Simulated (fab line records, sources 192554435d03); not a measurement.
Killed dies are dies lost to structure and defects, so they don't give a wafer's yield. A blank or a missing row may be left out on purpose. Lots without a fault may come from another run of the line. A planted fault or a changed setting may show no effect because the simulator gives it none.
Split-lot experiment | flow n5_finfet | 7 lots, 21 wafers read, on a route of 1938 steps

THE SPLIT
At N5_BEOL_M2_COAT_67 (time 60 s, resist thk 60 nm), the setting spin_rpm was moved away from the recipe's 1500 rpm on 7 of the 21 wafers read, by -10.1% to -4.1%. The other wafers ran this setting at the recipe's value.

FROM THE SPLIT TO THE READING: what the file shows between them, 9 steps
- N5_BEOL_M2_EXPOSE_25: exposes mask V1, defocus 5 nm (also split here: dose_mj)
- N5_BEOL_M2_PEB_26: peb time 60 s
- N5_BEOL_M2_DEVELOP_27: develop time 30 s
- N5_BEOL_M2_CD_MEAS_28: target cd 26.2 nm, target cd y 24.1 nm
- N5_BEOL_M2_ALD_98: deposits SiO2, target thk 2.5 nm, pulse time 1 s, co reactant pulse time 1 s
- N5_BEOL_M2_ETCHBACK_99: etches SiO2 in CHF3, target depth 5 nm, time 10.4 s
- N5_BEOL_M2_ETCH_70: etches SOC in N2/H2, target depth 80 nm, overetch 24 nm, time 130 s
- N5_BEOL_M2_STRIP_71: strips in N2/H2
- N5_BEOL_M2_STRIP_78: strips in N2/H2

THE READING
SOC_of_BEOL_M2_COAT_67.thk_nm (the simulator's own value, which no gauge read), in nm, at N5_BEOL_M2_VIA_ETCH_34 (etches the open film in C4F6/O2, target depth 69.4 nm, time 65.9 s). The file gives no usual value for it. The 14 wafers here that ran the recipe average 51.6 nm, standard deviation 0.25 nm.

wafer  | tool, chamber at the split | spin_rpm as run, rpm | against the recipe | SOC_of_BEOL_M2_COAT_67.thk_nm, nm | against lot-mates on the recipe
L075.2 | litho_track-03, 0          | 1349                 | -10.1%             | 54.8                              | +3.0
L075.3 | litho_track-03, 0          | 1500                 | recipe             | 51.6                              | -
L075.4 | litho_track-03, 0          | 1500                 | recipe             | 52                                | -
L080.1 | litho_track-04, 0          | 1438                 | -4.1%              | 53.4                              | no lot-mate on the recipe
L080.2 | litho_track-04, 0          | 1438                 | -4.1%              | 53                                | no lot-mate on the recipe
L080.6 | litho_track-04, 0          | 1438                 | -4.1%              | 53.2                              | no lot-mate on the recipe
L084.1 | litho_track-01, 0          | 1500                 | recipe             | 51.8                              | -
L084.2 | litho_track-01, 0          | 1500                 | recipe             | 51.2                              | -
L084.6 | litho_track-01, 0          | 1371                 | -8.6%              | 54.4                              | +2.9
L085.1 | litho_track-01, 0          | 1500                 | recipe             | 51.8                              | -
L085.3 | litho_track-01, 0          | 1500                 | recipe             | 51.8                              | -
L085.4 | litho_track-01, 0          | 1381                 | -7.9%              | 54.2                              | +2.4
L088.1 | litho_track-01, 0          | 1500                 | recipe             | 51.2                              | -
L088.2 | litho_track-01, 0          | 1500                 | recipe             | 51.4                              | -
L088.3 | litho_track-01, 0          | 1500                 | recipe             | 51.4                              | -
L092.2 | litho_track-04, 0          | 1500                 | recipe             | 51.6                              | -
L092.6 | litho_track-04, 0          | 1500                 | recipe             | 51.6                              | -
L092.4 | litho_track-04, 0          | 1500                 | recipe             | 51.2                              | -
L091.2 | litho_track-01, 0          | 1424                 | -5.1%              | 53.2                              | +1.6
L091.3 | litho_track-01, 0          | 1500                 | recipe             | 51.8                              | -
L091.4 | litho_track-01, 0          | 1500                 | recipe             | 51.4                              | -

THE FIT
A straight line over all 21 wafers: SOC_of_BEOL_M2_COAT_67.thk_nm changes by -0.335 nm for each +1% of spin_rpm; r = -0.98; the points scatter about the line by 0.25 nm.
The same after taking each lot's own level away (the mean of its wafers on the recipe; 18 wafers): -0.312 nm for each +1%; r = -0.99; scatter 0.18 nm.
On that fit, the largest move of spin_rpm shifts the reading by 3.1 nm.
The lots' own levels span 51.33 to 51.80 nm, that is 1.8 times the standard deviation above.
So the lot-to-lot level changes the slope little: the two slopes agree.
Check: with one of the wafers moved furthest among these (-10.1%) left out of the fit, the line predicts +3.23 nm for it against its lot-mates. It came out at +3 nm against them.

OTHER SPLITS ON THESE WAFERS
These wafers also went through other splits before the reading. Each is held against what the fit with the lots' levels taken away leaves over:
other split on the same wafers              | wafers away from the commonest value | r with SOC_of_BEOL_M2_COAT_67.thk_nm (lot level and that fit taken away)
N5_BEOL_M0_SAQP_SPACER2_ALD_26 target_thk_a | 10                                   | +0.15
N5_BEOL_M0_ETCH_128 source_w                | 9                                    | +0.03
N5_BEOL_M1_ILD_DEP_00 time_s                | 8                                    | -0.33
N5_BEOL_M1_HM_DEP_02 target_thk_a           | 10                                   | -0.02
N5_BEOL_M2_EXPOSE_25 dose_mj                | 5                                    | +0.04

THE WHOLE CHAIN: every reading that the file lists as answering this split, in the file's order
step                   | what it does                                                        | reading                                                                        | change (the file's fit)               | r (the file's)
N5_BEOL_M2_COAT_67     | time 60 s, resist thk 60 nm                                         | SOC_of_BEOL_M2_COAT_67.thk_nm (the simulator's own value, which no gauge read) | -0.325 nm for each +1% of the setting | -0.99
N5_BEOL_M2_ETCH_70     | etches SOC in N2/H2, target depth 80 nm, overetch 24 nm, time 130 s | etch.depth_nm (the simulator's own value, which no gauge read)                 | -0.324 nm for each +1% of the setting | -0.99
N5_BEOL_M2_VIA_ETCH_34 | etches the open film in C4F6/O2, target depth 69.4 nm, time 65.9 s  | SOC_of_BEOL_M2_COAT_67.thk_nm (the simulator's own value, which no gauge read) | -0.312 nm for each +1% of the setting | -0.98

THE FILE'S OWN FIT
SOC_of_BEOL_M2_COAT_67.thk_nm changes by -0.312 nm for each +1% of spin_rpm, r = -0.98.
